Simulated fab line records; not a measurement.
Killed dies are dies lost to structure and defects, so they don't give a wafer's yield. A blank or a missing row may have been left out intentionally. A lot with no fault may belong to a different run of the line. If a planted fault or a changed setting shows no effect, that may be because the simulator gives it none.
Chamber matching -- flow n5 finfet -- 4 sister chambers for N5_SD_EPI_P_ETCH_47 on rie diel-06
The step etches SiOCN in CH3F/O2, target depth 25 nm. 4 wafers are shown with their chamber, then 7 later ones without.

## WAFERS PAIRED WITH THEIR CHAMBERS
wafer,chamber,drypump motor current A (A)
L084.5,2,6.6
L089.1,3,6.6
L092.1,0,5.8
L092.4,1,5.5

## WAFERS WITHOUT THEIR CHAMBER
wafer,drypump motor current A (A)
L092.5,6.6
L093.1,6.5
L093.2,5.8
L093.5,5.5
L095.2,6.5
L095.4,5.7
L095.6,5.5

## EACH ONE'S CHAMBER
wafer,from the rows above,in truth
L092.5,can't be placed: 2 or 3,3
L093.1,can't be placed: 2 or 3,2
L093.2,0,0
L093.5,1,1
L095.2,can't be placed: 2 or 3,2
L095.4,can't be placed: 0 or 1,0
L095.6,1,1
Placed correctly: 3 of 7. Unplaceable from these rows: 4, with the true chamber sitting among the candidates in 4. Placed wrongly: 0.
How it was worked out, from the rows above alone: a wafer's distance from a chamber is the root of the sum, over the readings, of the square of ((its reading less the chamber's mean) divided by the reading's scatter). The wafer belongs to the nearest chamber; if the next one is less than 2 further off, it can't be placed. A chamber's mean is the mean of its shown wafers. The scatter (one wafer shown for each chamber): square how far every hidden wafer sits from the nearest shown wafer, average those squares and take the square root.
